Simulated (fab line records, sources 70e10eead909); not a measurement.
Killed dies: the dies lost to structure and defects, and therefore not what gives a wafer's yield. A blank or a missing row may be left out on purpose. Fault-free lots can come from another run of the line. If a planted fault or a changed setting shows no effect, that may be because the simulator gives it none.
Which tool was responsible?    flow nand_harc    11 lots, 33 wafers sampled, at 1 step of a route of 1159

WHAT EACH GAUGE READ, for each wafer
NHARC_A_BLC_OVL_MEAS_11.
lot   measured      on          overlay_x_nm (nm)
L419  day 17 14:07  overlay-02  -1.8 -2.2 -2.6
L417  day 17 15:23  overlay-01  -0.5 -0.8 -0.7
L418  day 17 20:11  overlay-01  -0.5 0.0 -0.5
L420  day 18 12:12  overlay-02  -1.7 -1.3 -1.7
L424  day 18 19:40  overlay-02  0.9 -0.1 0.8
L421  day 18 20:25  overlay-01  0.0 0.3 -0.4
L428  day 20 14:58  overlay-01  -0.3 0.0 0.1
L430  day 21 05:37  overlay-02  1.2 1.2 0.8
L433  day 21 06:22  overlay-02  0.7 0.6 -0.3
L434  day 21 11:25  overlay-02  1.1 1.1 0.1
L439  day 22 08:56  overlay-01  -0.5 -0.2 -0.3

EACH LOT AND THE TOOL THAT RAN IT (in order: tool; ch and the chambers of the sampled wafers; start)
The record holds no process step before these readings.

THE ANSWER, worked out from the rows above alone
Rule: usual is defined by the lots themselves. The widest of any qualifying gaps counts: lots, ordered by their means at a reading, are off when they make up no more than a third of the lots, leave a main group of 4 or more, and stand apart from it by 3 or more times the standard deviation of that group's means. A main group whose means are all the same, to the digits that the tables above print for the reading, isn't used. A lot without any number at a reading at which 4 lots or more have one is off too. All remaining lots with rows at the step are treated as sound.
None of the lots is off at any reading shown; this tells nothing.

WHAT THE SIMULATOR HAD INSERTED
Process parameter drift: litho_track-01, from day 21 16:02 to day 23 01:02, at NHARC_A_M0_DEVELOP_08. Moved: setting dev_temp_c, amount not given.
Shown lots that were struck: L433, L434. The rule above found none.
